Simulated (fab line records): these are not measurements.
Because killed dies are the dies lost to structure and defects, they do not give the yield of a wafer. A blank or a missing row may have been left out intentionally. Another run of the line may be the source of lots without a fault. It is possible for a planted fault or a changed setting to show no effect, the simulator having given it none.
Comparing a struck lot with a sound one || flow n5Finfet || 36 steps out of a route of 1938
Sound: these wafers, L117.1, L117.5, L117.6. Struck: wafer L124.6; the same lot's L124.3 was not struck, so it is left out; see the end for the cause.
Order at every step that has rows: each side's tool, ch and its chambers, its first start. Under that, the readings that differ: sound wafers || struck wafers || difference of the means || sigmas: that difference in standard deviations of wafers without a fault.
alike: readings with means less than 2 such deviations apart, plus words and numbers identical on both sides. not compared: withheld readings, readings lacking a value on some wafer, bounds such as >300 that could conceal the same value, and numbers that have no deviation in the record and whose values overlap.
The two part at a step that has a row with sigmas, a row that says differs or no value, or rows on one side only. Non-overlapping numbers with no deviation appear without sigmas and do not part them. A reading missing from all wafers of one side parts the sides only when that side holds two or more wafers.

first, 9 steps without rows for these wafers: N5_PMOS_HMC_CHANNEL_EPI_HM_DEP_34 (deposits SiO2 from TEOS/O2, target thk 36 nm, time 6.9 s); N5_PMOS_HMC_CHANNEL_EPI_COAT_31 (time 60 s, resist thk 66 nm); N5_PMOS_HMC_CHANNEL_EPI_COAT_03 (resist thk 205 nm); N5_PMOS_HMC_CHANNEL_EPI_EBR_05; N5_PMOS_HMC_CHANNEL_EPI_SOFTBAKE_04 (time 60 s); N5_PMOS_HMC_CHANNEL_EPI_EXPOSE_06 (exposes mask PMOS HMC BLK, target cd 240 nm); N5_PMOS_HMC_CHANNEL_EPI_PEB_07 (peb time 60 s); N5_PMOS_HMC_CHANNEL_EPI_DEVELOP_08 (develop time 30 s); N5_PMOS_HMC_CHANNEL_EPI_DESCUM_14 (chemistry O2, time 7.9 s).
N5_PMOS_HMC_CHANNEL_EPI_ETCH_32: etches BARC in N2/H2, stops on SiO2, target depth 85.8 nm, time 50.3 s.
  sound on rieDiel-06 ch 0,2,3, day 4 17:21; struck on rieDiel-05 ch 2, day 6 11:36
{"reading": "oesProductAu (a.u.)", "sound": "0.63 0.63 0.80", "struck": 0.59, "difference": -0.10, "sigmas": -2}
{"reading": "model.CAR-ArF-block_of_PMOS_HMC_CHANNEL_EPI_COAT_03.thkNm (nm)", "sound": "133.1 132.1 132.4", "struck": 151.8, "difference": "+19.3", "sigmas": ""}
{"reading": "model.etch.depthNm (nm)", "sound": "66.02 66.04 66.06", "struck": 60.53, "difference": -5.51, "sigmas": ""}
{"reading": "model.PMOS_HMC_CHANNEL_EPI.cdNm (nm)", "sound": "238.7 238.2 238.1", "struck": 237.5, "difference": -0.8, "sigmas": ""}
  alike: biasW, drypumpMotorCurrentA, n2FlowSccm, rfVppV, showerheadPlenumPTorr, throttleValvePct
  not compared: rfHoursCounterH
N5_PMOS_HMC_CHANNEL_EPI_HM_OPEN_15: chemistry CHF3/O2, target SiO2, target depth 40.6 nm, time 20.3 s.
  sound on rieDiel-06 ch 0,2,3, day 4 17:23; struck on rieDiel-05 ch 2, day 6 11:38
{"reading": "rfVppV (V)", "sound": "530 539 529", "struck": 510, "difference": -23, "sigmas": -3}
{"reading": "model.CAR-ArF-block_of_PMOS_HMC_CHANNEL_EPI_COAT_03.thkNm (nm)", "sound": "92.07 89.99 90.49", "struck": 111, "difference": "+20", "sigmas": ""}
  alike: biasW, drypumpMotorCurrentA, oes_ar_750_au, oesProductAu, showerheadPlenumPTorr, throttleValvePct
  not compared: rfHoursCounterH
then, 3 steps without rows for these wafers: N5_PMOS_HMC_CHANNEL_EPI_STRIP_33 (strips in N2/H2); N5_PMOS_HMC_CHANNEL_EPI_STRIP_17 (strips in SPM, time 750 s); N5_PMOS_HMC_CHANNEL_EPI_ETCH_38 (etches SiO2 in CF4, target depth 1.5 nm).
N5_PMOS_HMC_CHANNEL_EPI_FIN_RECESS_16: chemistry HBr/Cl2, target Si, target depth 54 nm, time 18 s.
  sound on rieSi-01 ch 0,1,2, day 4 17:47; struck on rieSi-01 ch 0, day 6 12:01
{"reading": "model.PMOS_HMC_CHANNEL_EPI.cdNm (nm)", "sound": "238.8 238.3 238", "struck": 237.5, "difference": -0.9, "sigmas": ""}
  alike: biasW, drypumpMotorCurrentA, oesProductAu, throttleValvePct
  not compared: rfHoursCounterH
then, 20 steps without rows for these wafers: N5_PMOS_HMC_CHANNEL_EPI_PRECLEAN_36 (cleans in O3/DIW, time 45 s); N5_PMOS_HMC_CHANNEL_EPI_PRECLEAN_18 (cleans in DHF, time 30 s); N5_PMOS_HMC_CHANNEL_EPI_SRD_19 (time 30 s); N5_PMOS_HMC_CHANNEL_EPI_EPI_20 (deposits SiGe30, target thk 59 nm); N5_PMOS_HMC_CHANNEL_EPI_HM_STRIP_35 (strips SiO2 in dHF, material SiO2, target depth 39.6 nm, time 216 s); N5_PMOS_HMC_CHANNEL_EPI_SRD_39 (time 30 s); N5_PMOS_HMC_CHANNEL_EPI_CMP_21 (polishes SiGe30, target thk 54 nm); N5_PMOS_HMC_CHANNEL_EPI_PRECLEAN_40 (cleans in DHF, time 30 s); N5_PMOS_HMC_CHANNEL_EPI_PRECLEAN_37 (cleans in O3/DIW, time 45 s); N5_PMOS_HMC_CHANNEL_EPI_PRECLEAN_24 (cleans in DHF, time 30 s); N5_PMOS_HMC_CHANNEL_EPI_SRD_25 (time 30 s); N5_PMOS_HMC_CHANNEL_EPI_EPI_26 (deposits Si from SiH4/H2, target thk 3.8 nm, time 22.7 s); N5_FIN_SAQP_PRECLEAN_42 (cleans in O3/DIW, time 60 s); N5_FIN_SAQP_PRECLEAN_00 (cleans in SC1, time 60 s); N5_FIN_SAQP_PRECLEAN_44 (cleans in SC2, time 45 s); N5_FIN_SAQP_SRD_01 (time 30 s); N5_FIN_SAQP_ALD_61 (deposits SiO2, target thk 4 nm, pulse time 1 s, purge time 2 s); N5_FIN_SAQP_DENSIFY_62 (time 60 s); N5_FIN_SAQP_HM_DEP_03 (deposits SiNx from SiH4/NH3/N2, target thk 38 nm, time 33.6 s); N5_FIN_SAQP_PECVD_47 (deposits a-Si from SiH4/He, target thk 45 nm, time 36.3 s).
-- the record jumps here: 13 days lie between the struck wafers' starts before and after (it left off in module FIN_SAQP and takes up again in module PASSIVATION, whose first step shown is number 1936 of the route) --
N5_PASSIVATION_PROBE_49:
  sound: prober-02 at day 16 03:40; struck: prober-02 at day 19 04:05
{"reading": "killedAtFrontEnd", "sound": "42 48 29", "struck": 313, "difference": "+273", "sigmas": "+25"}
{"reading": "killedDies", "sound": "92 106 80", "struck": 388, "difference": "+295", "sigmas": "+17"}
{"reading": "killedOnRim", "sound": "15 20 11", "struck": 25, "difference": "+10", "sigmas": "+2"}
  alike: killed_at_M0_to_M3, killed_at_M4_up, killedAtContacts, killedAtOther, killedOpen, killedShort

## WHERE THEY PART
Last at N5_PASSIVATION_PROBE_49 as far as this record goes, first at N5_PMOS_HMC_CHANNEL_EPI_ETCH_32.

WHY: whatever the simulator had introduced
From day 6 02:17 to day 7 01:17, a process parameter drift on rieDiel-05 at N5_PMOS_HMC_CHANNEL_EPI_ETCH_32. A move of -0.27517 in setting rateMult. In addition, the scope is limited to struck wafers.
